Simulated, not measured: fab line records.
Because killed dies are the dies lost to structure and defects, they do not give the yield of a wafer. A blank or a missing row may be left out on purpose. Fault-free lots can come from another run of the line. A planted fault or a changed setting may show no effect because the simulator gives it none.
fab line records | flow n5_finfet | part 1 of 2: steps 1 to 4 of 6
record lots=20 | wafers=60 | last_day=18
route steps=1938 shown DUMMY_GATE@232 SD_EPI_N@275
lots that met no fault: from a run of the same line without faults
start_h: hours from the record's first day to the start of the lot's first wafer shown | wait_h: hours since the lot's step before | " unchanged from the row above | L1.1+2: several wafers, shown together as one row | - either no value or no given start | * or withheld: withheld | < > ~ a bound
route shown NAME@n: a module of which the file shows steps, and the number in the route of the first | usual: average and standard deviation across the fault-free wafers | same: alike in all rows | chamber/n: place in a boat | sites: each site's reading | _std_site: their standard deviation | _edge_site: inner sites' mean taken away from outer sites' mean | radius_mm: how far each site lies from the wafer's centre | mask NAME#n: copy n | behind: the most recent tool/chamber to have shaped the wafer | hold: reason for holding the lot/hours on hold/outcome of the hold | device: names the non-switching transistor (n, p or np) | end of line: the same wafers' tests at the end of the route | a step with no rows: only its recipe | killed: at the first sort, the dies lost to defects and structure; wafer yield is something else | map: a wafer's dies, x killed, . not, _ none there
set.NAME: the setting as run; set.NAME@STEP: as run at that earlier step | model.NAME: the simulator's own value behind a step, which no gauge read
route steps across a sampled set of lots; one table per step, one row per wafer
services: from which hour (start_h, from the record's first day; less than 0 if before it) a tool's chamber was out of use, for how many hours, and why
## steps
# step N5_DUMMY_GATE_OVL_MEAS_16
# recipe points_per_wafer=522
# usual GATE_OVL=0.3/0.72
lot.wafer | tool       | chamber | start_h | wait_h | GATE_OVL[nm]
L074.2    | overlay-01 | 0       | 46.25   | 0.0    | 1.2
L074.3    | "          | 0       | "       | "      | 0.9
L074.6    | "          | 0       | "       | "      | 1.2
L076.2    | overlay-02 | 0       | 58.65   | 0.0    | 0.3
L076.3    | "          | 0       | "       | "      | 1.0
L076.5    | "          | 0       | "       | "      | 0.6
L077.3    | overlay-01 | 0       | 63.70   | 0.0    | 0.9
L077.5    | "          | 0       | "       | "      | 0.2
L077.6    | "          | 0       | "       | "      | 0.6
L078.2    | overlay-02 | 0       | 71.27   | 0.0    | -0.3
L078.4    | "          | 0       | "       | "      | -0.6
L078.6    | "          | 0       | "       | "      | 0.1
L079.2    | overlay-02 | 0       | 76.22   | 0.0    | 0.7
L079.3    | "          | 0       | "       | "      | -0.2
L079.6    | "          | 0       | "       | "      | 0.3
L080.1    | overlay-01 | 0       | 81.90   | 0.0    | 0.5
L080.3    | "          | 0       | "       | "      | -0.7
L080.5    | "          | 0       | "       | "      | -0.2
L081.1    | overlay-02 | 0       | 87.90   | 0.0    | 0.0
L081.3    | "          | 0       | "       | "      | -0.3
L081.6    | "          | 0       | "       | "      | -0.3
L082.2    | overlay-02 | 0       | 95.84   | 0.0    | -0.3
L082.3    | "          | 0       | "       | "      | 0.2
L082.5    | "          | 0       | "       | "      | 0.5
L084.1    | overlay-02 | 0       | 110.71  | 0.0    | -0.6
L084.2    | "          | 0       | "       | "      | 0.9
L084.4    | "          | 0       | "       | "      | -0.4
L085.2    | overlay-02 | 0       | 112.51  | 0.0    | 1.7
L085.3    | "          | 0       | "       | "      | 1.0
L085.5    | "          | 0       | "       | "      | 0.6
L086.1    | overlay-01 | 0       | 122.80  | 0.0    | -0.1
L086.4    | "          | 0       | "       | "      | 0.5
L086.6    | "          | 0       | "       | "      | 0.7
L087.1    | overlay-02 | 0       | 128.61  | 0.0    | 0.3
L087.4    | "          | 0       | "       | "      | -0.6
L087.5    | "          | 0       | "       | "      | 0.5
L088.2    | overlay-02 | 0       | 133.01  | 0.0    | -1.5
L088.5    | "          | 0       | "       | "      | -0.6
L088.6    | "          | 0       | "       | "      | -0.4
L089.4    | overlay-01 | 0       | 138.65  | 0.0    | 0.5
L089.5    | "          | 0       | "       | "      | 0.2
L089.6    | "          | 0       | "       | "      | 0.3
L090.1    | overlay-01 | 0       | 143.78  | 0.0    | 1.9
L090.2    | "          | 0       | "       | "      | 1.0
L090.6    | "          | 0       | "       | "      | 0.9
L092.1    | overlay-02 | 0       | 155.74  | 0.0    | 0.0
L092.2    | "          | 0       | "       | "      | 1.3
L092.6    | "          | 0       | "       | "      | 1.2
L093.1    | overlay-02 | 0       | 159.95  | 0.0    | 0.6
L093.4    | "          | 0       | "       | "      | -0.4
L093.5    | "          | 0       | "       | "      | -0.4
L095.1    | overlay-01 | 0       | 173.96  | 0.0    | 1.2
L095.2    | "          | 0       | "       | "      | 1.7
L095.4    | "          | 0       | "       | "      | 0.8
L096.2    | overlay-02 | 0       | 181.13  | 0.0    | -0.1
L096.3    | "          | 0       | "       | "      | 0.0
L096.5    | "          | 0       | "       | "      | 0.0
L097.1    | overlay-02 | 0       | 190.78  | 0.0    | -1.0
L097.3    | "          | 0       | "       | "      | 0.1
L097.5    | "          | 0       | "       | "      | -0.4
# step N5_DUMMY_GATE_ETCH_29
# recipe chemistry=N2/H2 | target=underlayer | target_depth_a=130 | ion_energy_ev=200 | pressure_mtorr=30 | source_w=840 | bias_w=150 | n2_flow_sccm=200 | h2_flow_sccm=200
# usual chamber_pressure_mTorr=30.001/0.027 | drypump_motor_current_A=5.7/0.47 | h2_flow_sccm=200.0/0.59 | oes_product_au=0.76/0.062 | rf_vpp_V=524.1/2.9 | showerhead_plenum_p_Torr=2.55/0.099 | throttle_valve_pct=17.94/0.2
lot.wafer | tool        | chamber | start_h | wait_h | chamber_pressure_mTorr | drypump_motor_current_A | h2_flow_sccm | oes_product_au | rf_hours_counter_h | rf_vpp_V | showerhead_plenum_p_Torr | throttle_valve_pct
L074.2    | rie_diel-04 | 1       | 46.41   | 0.0    | 29.996                 | 5.5                     | 200.4        | 0.74           | 180                | 526.5    | 2.64                     | 18.46
L074.3    | "           | 0       | "       | "      | 29.999                 | 5.3                     | 199.6        | 0.79           | 129                | 527.9    | 2.64                     | 17.79
L074.6    | "           | 0       | "       | "      | 30.019                 | 5.3                     | 200.0        | 0.79           | -                  | 527.0    | 2.64                     | 17.79
L076.2    | rie_diel-06 | 0       | 58.80   | 0.0    | 30.003                 | 5.6                     | 200.1        | 0.76           | 154                | 526.2    | 2.64                     | 18.02
L076.3    | "           | 3       | "       | "      | 30.057                 | 6.2                     | 201.3        | 0.76           | 192                | 523.3    | 2.51                     | 17.93
L076.5    | "           | 2       | "       | "      | 30.019                 | 4.8                     | 199.7        | 0.71           | -                  | 520.6    | 2.41                     | 18.03
L077.3    | rie_diel-06 | 1       | 63.89   | 0.0    | 29.994                 | 5.5                     | 199.8        | 0.81           | 89                 | 518.8    | 2.38                     | 17.82
L077.5    | "           | 2       | "       | "      | 29.993                 | 4.8                     | 199.8        | 0.69           | -                  | 520.6    | 2.41                     | 18.02
L077.6    | "           | 3       | "       | "      | 30.000                 | 6.2                     | 199.7        | 0.76           | -                  | 523.4    | 2.51                     | 17.94
L078.2    | rie_diel-06 | 2       | 71.42   | 0.0    | 30.028                 | 4.8                     | 200.2        | 0.70           | 233                | 519.8    | 2.41                     | 18.04
L078.4    | "           | 0       | "       | "      | 30.050                 | 5.6                     | 200.9        | 0.75           | 157                | 525.7    | 2.64                     | 18.02
L078.6    | "           | 2       | "       | "      | 29.989                 | 4.8                     | 200.6        | 0.70           | -                  | 519.8    | 2.41                     | 18.04
L079.2    | rie_diel-01 | 2       | 76.37   | 0.0    | 30.007                 | 5.1                     | 199.2        | 0.78           | 118                | 527.1    | 2.65                     | 17.83
L079.3    | "           | 1       | "       | "      | 30.035                 | 6.4                     | 200.2        | 0.78           | 138                | 524.3    | 2.56                     | 18.07
L079.6    | "           | 3       | "       | "      | 29.972                 | 6.0                     | 200.3        | 0.72           | -                  | 523.5    | 2.52                     | 17.89
L080.1    | rie_diel-04 | 1       | 82.06   | 0.0    | 29.956                 | 5.5                     | 201.5        | 0.74           | 190                | 525.7    | 2.64                     | 18.46
L080.3    | "           | 0       | "       | "      | 30.025                 | 5.4                     | 199.0        | 0.79           | 137                | 526.2    | 2.64                     | 17.82
L080.5    | "           | 0       | "       | "      | 30.033                 | 5.3                     | 199.9        | 0.78           | -                  | 527.3    | 2.64                     | 17.83
L081.1    | rie_diel-04 | 2       | 88.05   | 0.0    | 30.025                 | 5.9                     | 199.5        | 0.88           | 26                 | 525.0    | 2.58                     | 17.53
L081.3    | "           | 0       | "       | "      | 30.009                 | 5.3                     | 200.3        | 0.77           | 139                | 527.5    | 2.64                     | 17.81
L081.6    | "           | 3       | "       | "      | 29.958                 | 6.0                     | 198.7        | 0.72           | -                  | 527.3    | 2.62                     | 17.87
L082.2    | rie_diel-01 | 0       | 95.99   | 0.0    | 30.010                 | 6.2                     | 199.7        | 0.71           | 180                | 521.0    | 2.41                     | 18.12
L082.3    | "           | 1       | "       | "      | 29.981                 | 6.4                     | 199.4        | 0.77           | 144                | 522.7    | 2.55                     | 18.06
L082.5    | "           | 1       | "       | "      | 29.936                 | 6.4                     | 199.9        | 0.77           | -                  | 523.0    | 2.55                     | 18.06
L084.1    | rie_diel-01 | 1       | 110.92  | 0.0    | 29.980                 | 6.4                     | 199.9        | 0.77           | 148                | 523.4    | 2.55                     | 18.06
L084.2    | "           | 3       | "       | "      | 29.979                 | 5.9                     | 199.8        | 0.71           | 218                | 523.2    | 2.52                     | 17.92
L084.4    | "           | 3       | "       | "      | 30.007                 | 5.9                     | 199.8        | 0.70           | -                  | 524.2    | 2.52                     | 17.90
L085.2    | rie_diel-01 | 3       | 112.72  | 0.0    | 30.014                 | 5.9                     | 200.1        | 0.70           | 218                | 522.8    | 2.52                     | 17.91
L085.3    | "           | 2       | "       | "      | 30.010                 | 5.1                     | 201.3        | 0.76           | 129                | 527.0    | 2.65                     | 17.83
L085.5    | "           | 1       | "       | "      | 30.003                 | 6.4                     | 199.9        | 0.77           | -                  | 523.7    | 2.55                     | 18.08
L086.1    | rie_diel-06 | 0       | 122.95  | 0.0    | 30.009                 | 5.6                     | 199.9        | 0.74           | 170                | 525.7    | 2.63                     | 18.04
L086.4    | "           | 2       | "       | "      | 29.957                 | 4.8                     | 200.0        | 0.69           | 247                | 519.0    | 2.40                     | 18.08
L086.6    | "           | 2       | "       | "      | 29.987                 | 4.8                     | 200.2        | 0.68           | -                  | 520.8    | 2.40                     | 18.05
L087.1    | rie_diel-06 | 2       | 128.77  | 0.0    | 30.001                 | 4.8                     | 200.7        | 0.68           | 249                | 520.8    | 2.40                     | 18.06
L087.4    | "           | 0       | "       | "      | 29.955                 | 5.6                     | 200.5        | 0.74           | 172                | 526.6    | 2.63                     | 18.03
L087.5    | "           | 3       | "       | "      | 30.029                 | 6.1                     | 200.7        | 0.74           | -                  | 524.7    | 2.51                     | 17.97
L088.2    | rie_diel-04 | 0       | 133.16  | 0.0    | 30.003                 | 5.3                     | 200.4        | 0.77           | 152                | 527.3    | 2.63                     | 17.83
L088.5    | "           | 2       | "       | "      | 30.014                 | 5.9                     | 200.5        | 0.87           | -                  | 526.3    | 2.57                     | 17.54
L088.6    | "           | 3       | "       | "      | 30.021                 | 6.0                     | 201.5        | 0.71           | -                  | 526.6    | 2.62                     | 17.88
L089.4    | rie_diel-01 | 3       | 138.79  | 0.0    | 30.012                 | 6.0                     | 200.1        | 0.70           | 224                | 524.0    | 2.52                     | 17.90
L089.5    | "           | 0       | "       | "      | 29.988                 | 6.2                     | 200.2        | 0.71           | -                  | 520.3    | 2.41                     | 18.15
L089.6    | "           | 3       | "       | "      | 29.994                 | 6.0                     | 200.1        | 0.70           | -                  | 522.3    | 2.52                     | 17.91
L090.1    | rie_diel-06 | 3       | 143.93  | 0.0    | 29.944                 | 6.2                     | 199.9        | 0.74           | 216                | 522.4    | 2.50                     | 17.98
L090.2    | "           | 1       | "       | "      | 30.025                 | 5.6                     | 200.5        | 0.80           | 113                | 518.3    | 2.37                     | 17.88
L090.6    | "           | 0       | "       | "      | 30.078                 | 5.6                     | 200.4        | 0.73           | -                  | 526.3    | 2.63                     | 18.04
L092.1    | rie_diel-06 | 3       | 156.50  | 0.0    | 30.027                 | 6.2                     | 201.1        | 0.73           | 223                | 522.9    | 2.50                     | 17.99
L092.2    | "           | 0       | "       | "      | 30.024                 | 5.6                     | 200.4        | 0.72           | 184                | 525.4    | 2.63                     | 18.07
L092.6    | "           | 3       | "       | "      | 29.954                 | 6.2                     | 200.2        | 0.73           | -                  | 522.1    | 2.50                     | 17.99
L093.1    | rie_diel-06 | 1       | 160.46  | 0.0    | 29.975                 | 5.5                     | 200.4        | 0.78           | 121                | 517.8    | 2.37                     | 17.89
L093.4    | "           | 2       | "       | "      | 29.951                 | 4.8                     | 199.3        | 0.95           | 6                  | 526.7    | 2.72                     | 17.66
L093.5    | "           | 1       | "       | "      | 29.950                 | 5.6                     | 200.7        | 0.78           | -                  | 518.5    | 2.37                     | 17.87
L095.1    | rie_diel-01 | 0       | 174.12  | 0.0    | 30.002                 | 6.2                     | 199.7        | 0.71           | 191                | 520.7    | 2.40                     | 18.15
L095.2    | "           | 3       | "       | "      | 30.009                 | 5.9                     | 199.9        | 0.69           | 227                | 521.5    | 2.52                     | 17.92
L095.4    | "           | 2       | "       | "      | 29.958                 | 5.1                     | 200.0        | 0.76           | 137                | 527.1    | 2.64                     | 17.86
L096.2    | rie_diel-06 | 1       | 181.28  | 0.0    | 29.996                 | 5.6                     | 200.0        | 0.78           | 129                | 518.7    | 2.37                     | 17.93
L096.3    | "           | 2       | "       | "      | 30.024                 | 4.8                     | 199.2        | 0.94           | 14                 | 528.3    | 2.71                     | 17.69
L096.5    | "           | 3       | "       | "      | 29.988                 | 6.2                     | 200.0        | 0.73           | -                  | 523.5    | 2.50                     | 17.99
L097.1    | rie_diel-01 | 2       | 190.94  | 0.0    | 29.999                 | 5.1                     | 200.2        | 0.75           | 142                | 526.4    | 2.64                     | 17.84
L097.3    | "           | 0       | "       | "      | 30.013                 | 6.2                     | 200.8        | 0.70           | 195                | 520.6    | 2.40                     | 18.15
L097.5    | "           | 3       | "       | "      | 30.019                 | 5.9                     | 198.9        | 0.70           | -                  | 523.3    | 2.52                     | 17.92
# step N5_DUMMY_GATE_STRIP_41
# recipe chemistry=O2 | power_w=400 | temp_c=40 | pressure_mtorr=30 | rf_frequency_hz=6e+07 | bias_power_w=0 | overash_fraction=0.3 | o2_flow_sccm=225
# usual chamber_pressure_mTorr=30.000/0.028 | drypump_motor_current_A=5.7/0.43 | oes_product_au=0.77/0.068 | rf_vpp_V=3.7/0.45 | showerhead_plenum_p_Torr=2.11/0.088 | throttle_valve_pct=16.74/0.2
lot.wafer | tool        | chamber | start_h | wait_h | chamber_pressure_mTorr | drypump_motor_current_A | oes_product_au | rf_hours_counter_h | rf_vpp_V | showerhead_plenum_p_Torr | throttle_valve_pct
L074.2    | rie_diel-04 | 2       | 46.81   | 0.0    | 30.022                 | 5.9                     | 0.93           | 13                 | 4.0      | 2.16                     | 16.50
L074.3    | "           | 1       | "       | "      | 30.000                 | 5.5                     | 0.72           | 180                | 4.4      | 2.17                     | 16.99
L074.6    | "           | 1       | "       | "      | 30.073                 | 5.5                     | 0.73           | -                  | 3.7      | 2.17                     | 17.00
L076.2    | rie_diel-04 | 2       | 59.25   | 0.0    | 30.047                 | 5.9                     | 0.91           | 18                 | 3.4      | 2.16                     | 16.52
L076.3    | "           | 3       | "       | "      | 30.012                 | 6.0                     | 0.73           | 188                | 2.7      | 2.16                     | 16.62
L076.5    | "           | 1       | "       | "      | 30.000                 | 5.4                     | 0.73           | -                  | 3.6      | 2.17                     | 17.00
L077.3    | rie_diel-01 | 1       | 64.30   | 0.0    | 30.006                 | 6.4                     | 0.78           | 135                | 4.0      | 2.11                     | 16.84
L077.5    | "           | 1       | "       | "      | 29.962                 | 6.4                     | 0.78           | -                  | 3.8      | 2.11                     | 16.85
L077.6    | "           | 2       | "       | "      | 29.989                 | 5.1                     | 0.79           | -                  | 4.4      | 2.19                     | 16.64
L078.2    | rie_diel-06 | 3       | 71.82   | 0.0    | 30.027                 | 6.2                     | 0.75           | 195                | 3.1      | 2.10                     | 16.89
L078.4    | "           | 0       | "       | "      | 30.015                 | 5.6                     | 0.76           | 157                | 3.0      | 2.18                     | 16.83
L078.6    | "           | 0       | "       | "      | 30.012                 | 5.6                     | 0.76           | -                  | 4.2      | 2.18                     | 16.86
L079.2    | rie_diel-06 | 2       | 76.83   | 0.0    | 29.995                 | 4.8                     | 0.69           | 236                | 3.2      | 1.97                     | 16.81
L079.3    | "           | 1       | "       | "      | 29.939                 | 5.5                     | 0.81           | 94                 | 3.4      | 1.93                     | 16.35
L079.6    | "           | 2       | "       | "      | 30.021                 | 4.8                     | 0.69           | -                  | 3.6      | 1.97                     | 16.82
L080.1    | rie_diel-06 | 0       | 82.46   | 0.0    | 30.017                 | 5.6                     | 0.77           | 160                | 3.2      | 2.18                     | 16.84
L080.3    | "           | 2       | "       | "      | 30.022                 | 4.8                     | 0.69           | 237                | 3.6      | 1.97                     | 16.82
L080.5    | "           | 3       | "       | "      | 30.016                 | 6.1                     | 0.75           | -                  | 3.5      | 2.10                     | 16.88
L081.1    | rie_diel-06 | 0       | 88.46   | 0.0    | 30.012                 | 5.6                     | 0.76           | 162                | 3.5      | 2.18                     | 16.84
L081.3    | "           | 3       | "       | "      | 29.971                 | 6.2                     | 0.74           | 200                | 3.8      | 2.09                     | 16.88
L081.6    | "           | 3       | "       | "      | 30.041                 | 6.2                     | 0.74           | -                  | 3.1      | 2.10                     | 16.89
L082.2    | rie_diel-04 | 0       | 96.40   | 0.0    | 29.987                 | 5.3                     | 0.78           | 142                | 4.3      | 2.20                     | 16.75
L082.3    | "           | 1       | "       | "      | 30.019                 | 5.4                     | 0.72           | 195                | 3.6      | 2.16                     | 17.01
L082.5    | "           | 1       | "       | "      | 30.033                 | 5.4                     | 0.72           | -                  | 3.2      | 2.16                     | 17.03
L084.1    | rie_diel-04 | 1       | 111.32  | 0.0    | 30.016                 | 5.4                     | 0.71           | 200                | 3.7      | 2.16                     | 17.04
L084.2    | "           | 2       | "       | "      | 29.986                 | 5.9                     | 0.89           | 34                 | 4.0      | 2.15                     | 16.55
L084.4    | "           | 0       | "       | "      | 30.012                 | 5.3                     | 0.77           | 146                | 2.8      | 2.20                     | 16.76
L085.2    | rie_diel-04 | 0       | 113.14  | 0.0    | 30.016                 | 5.3                     | 0.77           | 147                | 3.0      | 2.20                     | 16.76
L085.3    | "           | 3       | "       | "      | 30.000                 | 6.0                     | 0.71           | 205                | 4.3      | 2.15                     | 16.65
L085.5    | "           | 0       | "       | "      | 30.000                 | 5.3                     | 0.77           | -                  | 3.5      | 2.20                     | 16.76
L086.1    | rie_diel-01 | 2       | 123.46  | 0.0    | 30.008                 | 5.1                     | 0.79           | 132                | 4.3      | 2.18                     | 16.66
L086.4    | "           | 3       | "       | "      | 29.995                 | 5.9                     | 0.70           | 222                | 3.7      | 2.08                     | 16.66
L086.6    | "           | 0       | "       | "      | 29.930                 | 6.2                     | 0.71           | -                  | 4.0      | 1.99                     | 16.97
L087.1    | rie_diel-06 | 2       | 129.17  | 0.0    | 30.005                 | 4.8                     | 0.68           | 249                | 4.2      | 1.96                     | 16.83
L087.4    | "           | 1       | "       | "      | 29.944                 | 5.6                     | 0.79           | 107                | 3.6      | 1.92                     | 16.35
L087.5    | "           | 3       | "       | "      | 30.000                 | 6.2                     | 0.73           | -                  | 3.2      | 2.09                     | 16.91
L088.2    | rie_diel-01 | 2       | 133.56  | 0.0    | 30.004                 | 5.1                     | 0.77           | 133                | 3.8      | 2.18                     | 16.67
L088.5    | "           | 2       | "       | "      | 30.022                 | 5.1                     | 0.78           | -                  | 4.5      | 2.18                     | 16.67
L088.6    | "           | 1       | "       | "      | 30.003                 | 6.4                     | 0.76           | -                  | 4.2      | 2.11                     | 16.90
L089.4    | rie_diel-04 | 3       | 139.34  | 0.0    | 30.019                 | 6.0                     | 0.71           | 212                | 3.8      | 2.15                     | 16.67
L089.5    | "           | 0       | "       | "      | 30.022                 | 5.3                     | 0.77           | -                  | 3.8      | 2.19                     | 16.78
L089.6    | "           | 3       | "       | "      | 30.027                 | 6.0                     | 0.70           | -                  | 3.7      | 2.15                     | 16.67
L090.1    | rie_diel-06 | 0       | 144.34  | 0.0    | 29.946                 | 5.7                     | 0.75           | 178                | 3.3      | 2.17                     | 16.87
L090.2    | "           | 1       | "       | "      | 30.032                 | 5.6                     | 0.80           | 114                | 3.2      | 1.92                     | 16.40
L090.6    | "           | 0       | "       | "      | 30.017                 | 5.6                     | 0.75           | -                  | 4.0      | 2.17                     | 16.90
L092.1    | rie_diel-06 | 1       | 157.19  | 0.0    | 29.991                 | 5.5                     | 0.78           | 120                | 4.5      | 1.92                     | 16.39
L092.2    | "           | 2       | "       | "      | 29.992                 | 4.8                     | 0.96           | 5                  | 4.4      | 2.22                     | 16.38
L092.6    | "           | 0       | "       | "      | 29.986                 | 5.6                     | 0.75           | -                  | 3.7      | 2.17                     | 16.90
L093.1    | rie_diel-06 | 2       | 161.01  | 0.0    | 30.012                 | 4.8                     | 0.95           | 6                  | 4.1      | 2.22                     | 16.38
L093.4    | "           | 1       | "       | "      | 30.035                 | 5.5                     | 0.79           | 121                | 3.0      | 1.92                     | 16.41
L093.5    | "           | 0       | "       | "      | 29.968                 | 5.6                     | 0.74           | -                  | 3.4      | 2.17                     | 16.91
L095.1    | rie_diel-04 | 3       | 174.54  | 0.0    | 29.968                 | 6.0                     | 0.69           | 227                | 4.1      | 2.15                     | 16.71
L095.2    | "           | 1       | "       | "      | 29.977                 | 5.5                     | 0.70           | 223                | 4.1      | 2.15                     | 17.08
L095.4    | "           | 2       | "       | "      | 29.941                 | 5.9                     | 0.85           | 56                 | 3.8      | 2.15                     | 16.57
L096.2    | rie_diel-04 | 3       | 181.91  | 0.0    | 29.955                 | 6.0                     | 0.69           | 229                | 3.5      | 2.15                     | 16.70
L096.3    | "           | 2       | "       | "      | 30.029                 | 5.9                     | 0.84           | 58                 | 3.6      | 2.15                     | 16.58
L096.5    | "           | 2       | "       | "      | 30.027                 | 5.9                     | 0.85           | -                  | 4.0      | 2.15                     | 16.59
L097.1    | rie_diel-06 | 0       | 191.34  | 0.0    | 29.939                 | 5.6                     | 0.73           | 196                | 3.4      | 2.17                     | 16.93
L097.3    | "           | 2       | "       | "      | 30.061                 | 4.8                     | 0.91           | 16                 | 4.4      | 2.22                     | 16.41
L097.5    | "           | 1       | "       | "      | 29.970                 | 5.5                     | 0.78           | -                  | 3.1      | 1.92                     | 16.44
# step N5_DUMMY_GATE_CD_MEAS_24
# recipe target_cd_nm=15
# usual cd_nm=15.0/0.36
lot.wafer | tool      | chamber | start_h | wait_h | cd_nm
L074.2    | cd_sem-03 | -       | 47.22   | 0.1    | 14.2
L074.3    | "         | -       | "       | "      | 14.4
L074.6    | "         | -       | "       | "      | 14.9
L076.2    | cd_sem-02 | -       | 59.65   | 0.1    | 15.1
L076.3    | "         | -       | "       | "      | 15.4
L076.5    | "         | -       | "       | "      | 14.8
L077.3    | cd_sem-03 | -       | 64.71   | 0.1    | 15.7
L077.5    | "         | -       | "       | "      | 15.9
L077.6    | "         | -       | "       | "      | 15.2
L078.2    | cd_sem-03 | -       | 72.23   | 0.1    | 15.3
L078.4    | "         | -       | "       | "      | 15.3
L078.6    | "         | -       | "       | "      | 15.2
L079.2    | cd_sem-03 | -       | 77.24   | 0.1    | 14.9
L079.3    | "         | -       | "       | "      | 14.5
L079.6    | "         | -       | "       | "      | 14.9
L080.1    | cd_sem-02 | -       | 82.86   | 0.1    | 14.9
L080.3    | "         | -       | "       | "      | 14.9
L080.5    | "         | -       | "       | "      | 14.9
L081.1    | cd_sem-01 | -       | 88.86   | 0.1    | 15.0
L081.3    | "         | -       | "       | "      | 15.0
L081.6    | "         | -       | "       | "      | 15.2
L082.2    | cd_sem-01 | -       | 96.80   | 0.1    | 15.0
L082.3    | "         | -       | "       | "      | 14.9
L082.5    | "         | -       | "       | "      | 15.4
L084.1    | cd_sem-03 | -       | 111.72  | 0.1    | 14.6
L084.2    | "         | -       | "       | "      | 15.1
L084.4    | "         | -       | "       | "      | 14.7
L085.2    | cd_sem-02 | -       | 113.54  | 0.1    | 14.8
L085.3    | "         | -       | "       | "      | 14.8
L085.5    | "         | -       | "       | "      | 14.6
L086.1    | cd_sem-03 | -       | 123.86  | 0.1    | 14.8
L086.4    | "         | -       | "       | "      | 15.0
L086.6    | "         | -       | "       | "      | 14.8
L087.1    | cd_sem-02 | -       | 129.57  | 0.1    | 15.3
L087.4    | "         | -       | "       | "      | 14.9
L087.5    | "         | -       | "       | "      | 15.4
L088.2    | cd_sem-02 | -       | 133.97  | 0.1    | 14.6
L088.5    | "         | -       | "       | "      | 15.8
L088.6    | "         | -       | "       | "      | 16.3
L089.4    | cd_sem-03 | -       | 139.76  | 0.1    | 16.0
L089.5    | "         | -       | "       | "      | 15.2
L089.6    | "         | -       | "       | "      | 15.8
L090.1    | cd_sem-02 | -       | 144.74  | 0.1    | 15.4
L090.2    | "         | -       | "       | "      | 14.7
L090.6    | "         | -       | "       | "      | 15.1
L092.1    | cd_sem-02 | -       | 157.60  | 0.1    | 14.9
L092.2    | "         | -       | "       | "      | 14.8
L092.6    | "         | -       | "       | "      | 15.0
L093.1    | cd_sem-02 | -       | 161.41  | 0.1    | 14.9
L093.4    | "         | -       | "       | "      | 14.8
L093.5    | "         | -       | "       | "      | 14.8
L095.1    | cd_sem-03 | -       | 174.94  | 0.1    | 14.8
L095.2    | "         | -       | "       | "      | 15.3
L095.4    | "         | -       | "       | "      | 14.8
L096.2    | cd_sem-02 | -       | 182.32  | 0.1    | 15.2
L096.3    | "         | -       | "       | "      | 14.9
L096.5    | "         | -       | "       | "      | 14.7
L097.1    | cd_sem-02 | -       | 191.74  | 0.1    | 14.9
L097.3    | "         | -       | "       | "      | 14.8
L097.5    | "         | -       | "       | "      | 15.0
